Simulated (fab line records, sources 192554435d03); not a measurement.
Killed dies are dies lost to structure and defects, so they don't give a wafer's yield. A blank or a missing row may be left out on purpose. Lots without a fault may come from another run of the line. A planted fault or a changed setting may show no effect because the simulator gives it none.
fab line records | flow n5_finfet
record lots=9 wafers=27 last_day=18
route steps=1938 shown FIN_SAQP@115 BEOL_M4@1111 PASSIVATION@1936
lots that met no fault: from a run of the same line without faults
start_h: hours from the record's first day to the start of the lot's first wafer shown | wait_h: hours since the lot's step before | " the same as in the row above | L1.1+2: a row that stands for several wafers | - no value, or no start given | * or withheld: withheld | < > ~ a bound
route shown NAME@n: a module of which the file shows steps, and the number in the route of the first | usual: mean/standard deviation of fault-free wafers | same: alike in all rows | chamber/n: place in a boat | sites: the reading at each site | _std_site: their standard deviation | _edge_site: outer sites' mean less inner sites' | radius_mm: how far each site lies from the wafer's centre | mask NAME#n: copy n | behind: the tool/chamber that last shaped the wafer | hold: why the lot was held/for how many hours/how that ended | device: the transistor (n, p or np) that didn't switch | end of line: the same wafers' tests at the end of the route | a step without rows: its recipe alone | killed: dies lost to structure and defects at the first sort, not the wafer's yield | map: a wafer's dies, x killed, . not, _ none there
set.NAME: the setting as run; set.NAME@STEP: as run at that earlier step | model.NAME: the simulator's own value behind a step, which no gauge read
steps of the route over a sample of lots; a table a step, a row a wafer
services: from which hour (start_h, from the record's first day; less than 0 if before it) a tool's chamber was out of use, for how many hours, and why
## steps
# step N5_FIN_SAQP_ETCH_51
# recipe chemistry=CF4 target=SiARC target_depth_a=455 mask_material=CAR-ArF time_s=75.8 ion_energy_ev=80 pressure_mtorr=40 source_w=545 bias_w=36 Ar_flow_sccm=100 cf4_flow_sccm=100 ends=cleared
# usual drypump_motor_current_A=5.6/0.46 etch_rf_on_time_s=75.7/1.1 mfc_ar_sccm=100.04/0.3 oes_product_au=0.71/0.066 rf_vpp_V=183.9/1.1 showerhead_plenum_p_Torr=2.13/0.058 throttle_valve_pct=15.52/0.16
# columns lot.wafer tool chamber start_h wait_h drypump_motor_current_A etch_rf_on_time_s mfc_ar_sccm oes_product_au rf_hours_counter_h rf_vpp_V showerhead_plenum_p_Torr throttle_valve_pct
L559.1 rie_diel-02 2 28.60 0.0 5.7 75.2 99.79 0.60 246 183.9 2.11 16.08
L559.3 " 3 " " 5.9 75.0 99.75 0.70 76 185.6 2.25 15.18
L559.5 " 3 " " 5.9 75.3 100.23 0.70 - 183.8 2.26 15.19
L564.1 rie_diel-04 3 57.82 0.0 5.5 76.4 99.99 0.76 20 185.4 2.20 15.50
L564.2 " 1 " " 5.4 75.6 100.00 0.68 103 184.0 2.07 15.52
L564.3 " 2 " " 4.7 76.3 99.72 0.81 10 185.6 2.19 15.27
L569.2 rie_diel-04 0 88.39 0.0 6.1 74.3 99.87 0.79 13 183.7 2.12 15.54
L569.3 " 1 " " 5.4 74.9 99.87 0.68 115 183.0 2.07 15.55
L569.4 " 1 " " 5.4 74.9 100.08 0.68 - 181.9 2.07 15.56
L570.1 rie_diel-02 3 94.80 0.0 5.9 74.9 100.28 0.68 99 184.6 2.25 15.25
L570.2 " 0 " " 5.2 77.5 99.81 0.62 164 184.7 2.15 15.70
L570.3 " 2 " " 5.7 75.0 100.35 0.81 11 182.5 2.11 15.61
L571.1 rie_diel-02 1 100.37 0.0 6.1 74.7 99.65 0.67 109 183.9 2.07 15.66
L571.4 " 2 " " 5.7 73.8 99.99 0.80 14 183.6 2.11 15.61
L571.5 " 0 " " 5.2 77.5 100.10 0.61 - 184.6 2.14 15.72
L572.1 rie_diel-01 3 107.56 0.0 6.2 77.0 99.72 0.69 85 183.2 2.08 15.47
L572.3 " 2 " " 5.6 76.0 99.70 0.68 93 184.8 2.16 15.50
L572.6 " 0 " " 6.2 73.3 99.87 0.77 - 185.0 2.11 15.58
L573.3 rie_diel-01 0 114.00 0.0 6.2 73.3 99.99 0.76 37 183.2 2.11 15.58
L573.4 " 3 " " 6.1 75.2 99.99 0.69 - 182.9 2.08 15.47
L573.6 " 0 " " 6.2 73.2 100.03 0.76 - 183.1 2.11 15.58
L579.2 rie_diel-01 3 148.87 0.0 6.2 77.6 99.45 0.67 103 182.2 2.07 15.49
L579.3 " 1 " " 5.0 75.6 99.45 0.59 245 181.8 2.02 15.87
L579.5 " 2 " " 5.6 77.2 100.55 0.65 - 183.7 2.15 15.55
L580.2 rie_diel-04 2 155.18 0.0 4.7 75.8 99.45 0.76 34 185.8 2.18 15.29
L580.4 " 1 " " 5.4 76.3 100.06 0.66 131 184.2 2.06 15.59
L580.6 " 0 " " 6.1 75.0 99.83 0.75 - 185.5 2.12 15.55
# step N5_FIN_SAQP_SPACER1_ALD_24
# recipe material=SiO2 target_thk_a=203 temp_c=300 ald_precursor_family=BDEAS ald_co_reactant=O2-plasma pulse_time_s=1 purge_time_s=2 co_reactant_purge_time_s=2 ald_cycles=218 pressure_torr=2
# usual heater_power_w=477/43 precursor_pulse_height_rel=1.001/0.021 susceptor_temp_C=300.02/0.19
# columns lot.wafer tool chamber start_h wait_h heater_power_w precursor_pulse_height_rel susceptor_temp_C
L559.1 ald_sin-03 3 29.66 0.3 543 0.981 300.07
L559.3 " 1 " " 488 0.969 300.07
L559.5 " 3 " " 530 1.032 300.18
L564.1 ald_sin-02 3 59.10 0.5 440 0.987 299.85
L564.2 " 1 " " 536 0.999 299.83
L564.3 " 2 " " 393 0.979 300.19
L569.2 ald_sin-04 2 89.45 0.3 500 0.972 299.84
L569.3 " 0 " " 507 1.010 300.18
L569.4 " 3 " " 532 1.012 299.97
L570.1 ald_sin-03 1 96.33 0.7 506 0.984 300.20
L570.2 " 3 " " 533 0.996 300.24
L570.3 " 0 " " 460 1.022 300.58
L571.1 ald_sin-02 3 101.47 0.3 452 0.949 299.88
L571.4 " 0 " " 451 0.988 300.14
L571.5 " 3 " " 435 1.000 300.13
L572.1 ald_sin-03 0 109.07 0.3 452 1.000 299.84
L572.3 " 2 " " 470 1.012 299.69
L572.6 " 2 " " 472 0.990 299.96
L573.3 ald_sin-02 2 115.56 0.4 397 1.010 299.72
L573.4 " 3 " " 449 0.973 299.99
L573.6 " 3 " " 430 0.970 299.99
L579.2 ald_sin-02 0 149.93 0.3 457 1.010 300.19
L579.3 " 3 " " 439 1.062 300.10
L579.5 " 2 " " 408 1.014 300.27
L580.2 ald_sin-04 1 156.26 0.3 430 0.999 300.20
L580.4 " 2 " " 491 0.972 300.05
L580.6 " 2 " " 516 0.986 300.31
# step N5_FIN_SAQP_ETCH_34
# recipe chemistry=C4F6/O2 target=SiO2 target_depth_a=450 time_s=15 ion_energy_ev=250 pressure_mtorr=30 source_w=345 bias_w=185 Ar_flow_sccm=300 C4F6_flow_sccm=10 O2_flow_sccm=10 ends=cleared
# usual drypump_motor_current_A=5.7/0.46 etch_rf_on_time_s=14.99/0.19 mfc_ar_sccm=299.9/0.93 oes_product_au=0.70/0.065 rf_vpp_V=667/14 showerhead_plenum_p_Torr=2.82/0.079 throttle_valve_pct=21.03/0.15
# columns lot.wafer tool chamber start_h wait_h drypump_motor_current_A etch_rf_on_time_s mfc_ar_sccm oes_product_au rf_hours_counter_h rf_vpp_V showerhead_plenum_p_Torr throttle_valve_pct
L559.1 rie_diel-01 3 32.24 0.0 6.2 15.07 298.9 0.72 53 682 2.79 20.94
L559.3 " 1 " " 5.0 14.81 298.8 0.61 208 658 2.71 21.23
L559.5 " 3 " " 6.2 15.10 300.1 0.71 - 684 2.79 20.96
L564.1 rie_diel-02 3 61.98 0.0 5.9 14.97 300.9 0.69 88 681 3.00 20.72
L564.2 " 1 " " 6.2 14.96 300.5 0.68 94 658 2.76 21.12
L564.3 " 0 " " 5.2 15.15 299.8 0.63 152 667 2.86 21.15
L569.2 rie_diel-01 1 92.39 0.0 5.1 14.99 299.3 0.59 231 660 2.70 21.26
L569.3 " 3 " " 6.1 15.12 299.8 0.69 77 682 2.78 21.00
L569.4 " 3 " " 6.2 15.10 299.9 0.69 - 683 2.78 20.97
L570.1 rie_diel-01 2 99.28 0.0 5.6 10.50 299.5 0.85 89 677 2.88 21.14
L570.2 " 3 " " 6.2 10.81 298.5 0.84 81 682 2.78 21.13
L570.3 " 0 " " 6.2 10.47 301.3 0.94 28 646 2.79 21.15
L571.1 rie_diel-01 3 104.83 0.0 6.2 10.73 299.7 0.85 83 682 2.77 21.14
L571.4 " 2 " " 5.6 10.54 299.1 0.83 - 678 2.88 21.12
L571.5 " 3 " " 6.2 10.80 301.0 0.84 - 683 2.77 21.11
L572.1 rie_diel-02 0 112.51 0.0 5.2 15.06 298.8 0.62 173 666 2.85 21.19
L572.3 " 2 " " 5.7 14.70 299.0 0.79 21 638 2.80 21.23
L572.6 " 2 " " 5.7 14.68 299.1 0.79 - 639 2.80 21.24
L573.3 rie_diel-01 2 119.04 0.0 5.6 10.72 301.4 0.83 100 678 2.87 21.14
L573.4 " 3 " " 6.2 10.77 299.8 0.84 - 682 2.77 21.14
L573.6 " 2 " " 5.7 10.58 298.7 0.83 - 678 2.87 21.14
L579.2 rie_diel-02 0 152.63 0.0 5.3 15.53 300.2 0.60 185 666 2.85 21.20
L579.3 " 1 " " 6.1 15.06 300.6 0.66 132 658 2.74 21.17
L579.5 " 0 " " 5.2 15.48 299.2 0.61 - 667 2.85 21.19
L580.2 rie_diel-02 3 159.41 0.0 5.9 14.90 299.8 0.66 128 681 2.98 20.77
L580.4 " 2 " " 5.7 14.77 299.4 0.76 41 640 2.79 21.27
L580.6 " 1 " " 6.2 14.96 300.2 0.65 - 658 2.74 21.18
# step N5_FIN_SAQP_HM_CD_35
# recipe target_cd_nm=8 polarity=line
# usual cd_nm=8.10/0.26
# columns lot.wafer tool chamber start_h wait_h cd_nm
L559.1 cd_sem-03 - 32.38 0.1 7.73
L559.3 " - " " 8.58
L559.5 " - " " 7.83
L564.1 cd_sem-02 - 62.12 0.1 8.15
L564.2 " - " " 7.65
L564.3 " - " " 8.03
L569.2 cd_sem-02 - 92.54 0.1 8.36
L569.3 " - " " 8.65
L569.4 " - " " 8.26
L570.1 cd_sem-01 - 99.43 0.1 8.48
L570.2 " - " " 8.11
L570.3 " - " " 8.25
L571.1 cd_sem-03 - 104.97 0.1 8.08
L571.4 " - " " 8.07
L571.5 " - " " 8.62
L572.1 cd_sem-01 - 112.66 0.1 8.01
L572.3 " - " " 8.22
L572.6 " - " " 8.01
L573.3 cd_sem-01 - 119.20 0.1 8.03
L573.4 " - " " 8.19
L573.6 " - " " 8.13
L579.2 cd_sem-02 - 152.78 0.1 8.02
L579.3 " - " " 8.18
L579.5 " - " " 8.36
L580.2 cd_sem-02 - 159.56 0.1 8.66
L580.4 " - " " 8.52
L580.6 " - " " 7.95
# step N5_BEOL_M4_RC_MEAS_101
# usual DIBL_N=36.0/2 DIBL_P=36.2/2.2 IOFF_N=0.16/0.034 IOFF_P=0.21/0.04 ION_N=675/12 ION_P=463/7.2 SS_N=71.6/0.6 SS_P=73.3/0.67 VT_N=250/3 VT_P=-251/3.4
# columns lot.wafer tool chamber start_h wait_h DIBL_N[mV/V] DIBL_P[mV/V] IOFF_N[nA/um] IOFF_P[nA/um] ION_N[uA/um] ION_P[uA/um] SS_N[mV/dec] SS_P[mV/dec] VT_N[mV] VT_P[mV]
L559.1 prober-01 0 178.60 0.0 38.6 39.1 0.22 0.26 692 468 71.6 73.7 248 -250
L559.3 " 0 " " 37.0 37.7 0.19 0.24 684 467 71.2 73.8 246 -248
L559.5 " 0 " " 36.2 36.8 0.18 0.22 683 464 71.8 73.9 245 -250
L564.1 prober-02 0 217.79 0.0 35.0 36.6 0.15 0.19 669 457 71.6 72.8 250 -255
L564.2 " 0 " " 35.8 36.6 0.16 0.18 675 455 72.2 73.2 249 -254
L564.3 " 0 " " 33.0 33.8 0.13 0.15 671 454 70.9 72.9 252 -257
L569.2 prober-01 0 242.75 0.2 40.9 40.8 0.20 0.26 700 469 71.1 75.2 247 -249
L569.3 " 0 " " 40.6 40.0 0.20 0.25 687 466 71.7 74.1 247 -249
L569.4 " 0 " " 39.4 38.3 0.18 0.22 697 470 71.0 74.0 249 -250
L570.1 prober-01 0 245.20 0.0 37.9 39.9 0.20 0.28 682 468 72.1 74.6 244 -246
L570.2 " 0 " " 37.9 39.9 0.20 0.29 694 481 72.4 73.7 245 -246
L570.3 " 0 " " 35.4 36.6 0.16 0.24 678 470 71.5 73.3 248 -248
L571.1 prober-01 0 249.80 0.0 37.6 38.4 0.19 0.25 678 467 71.1 73.8 250 -248
L571.4 " 0 " " 35.4 36.5 0.17 0.22 679 470 71.9 73.1 249 -248
L571.5 " 0 " " 39.6 41.7 0.26 0.33 688 481 72.7 74.7 242 -241
L573.3 prober-01 0 268.27 0.3 35.6 35.2 0.16 0.23 679 463 71.4 73.3 251 -246
L573.4 " 0 " " 39.0 39.3 0.24 0.31 697 477 72.2 74.0 246 -245
L573.6 " 0 " " 35.0 34.8 0.16 0.22 673 461 71.5 73.1 249 -247
L572.1 prober-02 0 268.85 0.0 34.6 34.6 0.13 0.19 669 464 71.6 72.6 253 -252
L572.3 " 0 " " 37.4 38.7 0.17 0.25 674 462 72.4 74.2 249 -248
L572.6 " 0 " " 34.8 35.9 0.13 0.21 665 458 72.0 73.4 253 -250
L580.2 prober-01 0 311.77 0.2 39.8 39.3 0.24 0.29 696 470 72.4 74.2 243 -246
L580.4 " 0 " " 35.9 36.6 0.17 0.23 690 464 71.0 72.5 247 -247
L580.6 " 0 " " 35.3 35.1 0.15 0.21 669 467 71.4 72.7 251 -252
L579.2 prober-02 0 314.82 0.2 36.8 36.9 0.16 0.20 672 463 71.1 73.5 249 -253
L579.3 " 0 " " 38.6 37.4 0.20 0.21 692 465 71.9 73.9 247 -251
L579.5 " 0 " " 34.2 32.8 0.13 0.16 664 452 71.2 71.9 252 -254
# step N5_PASSIVATION_PROBE_49
# usual defect_limited_yield=91.5/1.5 killed_at_M0_to_M3=33/10 killed_at_M4_up=15/6.4 killed_at_contacts=12/5.4 killed_at_front_end=38/9.8 killed_at_other=4/3.1 killed_dies=101/18 killed_open=67/14 killed_short=33/7.9 sort_bin_5_function=5.0/1 sort_bin_6_memory=3.2/0.67 sort_n_pass=1079/18 sort_yield_pct=91.5/1.5
# same gross_dies=1180 killed_at_back_side=0 sort_bin_4_leakage[%]=0 sort_bin_8_speed[%]=0
# columns lot.wafer tool chamber start_h wait_h defect_limited_yield[%] killed_at_M0_to_M3 killed_at_M4_up killed_at_contacts killed_at_front_end killed_at_other killed_dies killed_open killed_short sort_bin_5_function[%] sort_bin_6_memory[%] sort_n_pass sort_yield_pct[%]
L572.1 prober-02 - 388.97 0.0 91.8 26 21 19 31 0 97 73 24 5.1 3.1 1083 91.8
L572.3 prober-02 - 389.07 0.1 89.7 45 25 4 47 1 122 87 34 5.6 4.6 1058 89.7
L572.6 prober-02 - 389.22 0.3 89.5 51 26 12 32 3 124 92 30 5.6 4.8 1056 89.5
# killed by level:class
L572.1 MOL_CONTACT_COAG:geometric_particle:open=17 STI_FIN_REVEAL:geometric_particle:open=8 BEOL_M2:geometric_particle:open=7 BEOL_M0_SAQP:geometric_particle:short=6 BEOL_M4:geometric_particle:open=6 BEOL_M5:geometric_particle:open=6 FIN_SAQP:geometric_particle:open=5 BEOL_M3:geometric_particle:open=5
L572.3 FIN_SAQP:geometric_particle:open=20 BEOL_M2:geometric_particle:open=15 BEOL_M4:geometric_particle:open=13 BEOL_M0_SAQP:geometric_particle:open=10 BEOL_M0_SAQP:geometric_particle:short=5 BEOL_M4:geometric_particle:short=5 BEOL_M1:geometric_particle:open=5 BEOL_M3:geometric_particle:open=5
L572.6 BEOL_M3:geometric_particle:open=16 BEOL_M4:geometric_particle:open=16 BEOL_M2:geometric_particle:open=13 MOL_CONTACT_COAG:geometric_particle:open=10 STI_FIN_REVEAL:geometric_particle:open=8 GATE_CUT:geometric_particle:open=6 BEOL_M0_SAQP:geometric_particle:short=6 BEOL_M1:geometric_particle:open=6
## services
# columns tool chamber start_h hours kind
ald_sin-04 2 15.86 1.7 repair
rie_diel-02 2 41.32 - clean
rie_diel-02 2 41.32 - consumable_replace:focus_ring
rie_diel-02 2 41.32 22.0 scheduled_down
rie_diel-02 2 41.32 22.0 vent_cycle
ald_sin-03 - 57.96 6.4 repair
rie_diel-04 3 58.26 5.1 repair
rie_diel-01 0 61.42 4.9 repair
rie_diel-02 - 63.20 0.4 repair
ald_sin-04 3 67.01 5.7 repair
rie_diel-04 2 85.92 7.1 repair
ald_sin-02 - 86.02 14.0 pm
ald_sin-02 0 86.02 14.0 vent_cycle
ald_sin-02 1 86.02 14.0 vent_cycle
ald_sin-02 2 86.02 14.0 vent_cycle
ald_sin-02 3 86.02 14.0 vent_cycle
rie_diel-01 0 90.34 2.5 repair
rie_diel-04 - 93.97 28.1 pm
ald_sin-02 0 100.02 - clean
ald_sin-02 1 100.02 - clean
rie_diel-01 3 123.27 6.5 repair
rie_diel-02 0 128.23 12.0 repair
rie_diel-04 - 131.45 0.3 repair
ald_sin-04 0 136.29 5.6 repair
## key
first_sign step=N5_FIN_SAQP_ETCH_34 reading=etch_rf_on_time_s direction=down sigmas=23 usual=* struck=*
effect step=N5_FIN_SAQP_ETCH_34 reading=oes_product_au direction=up sigmas=2.3 usual=0.70 struck=0.85
met_at N5_FIN_SAQP_ETCH_34
struck_lots L570,L571,L573
not_acting_at N5_FIN_SAQP_ETCH_51,N5_FIN_SAQP_SPACER1_ALD_24,N5_FIN_SAQP_HM_CD_35
onset_between 92.39 99.28
fault kind=process_parameter_drift tool=rie_diel-01 chamber=- onset_h=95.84 steps=N5_FIN_SAQP_ETCH_34 channel=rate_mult offset=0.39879 shape=step end_h=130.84
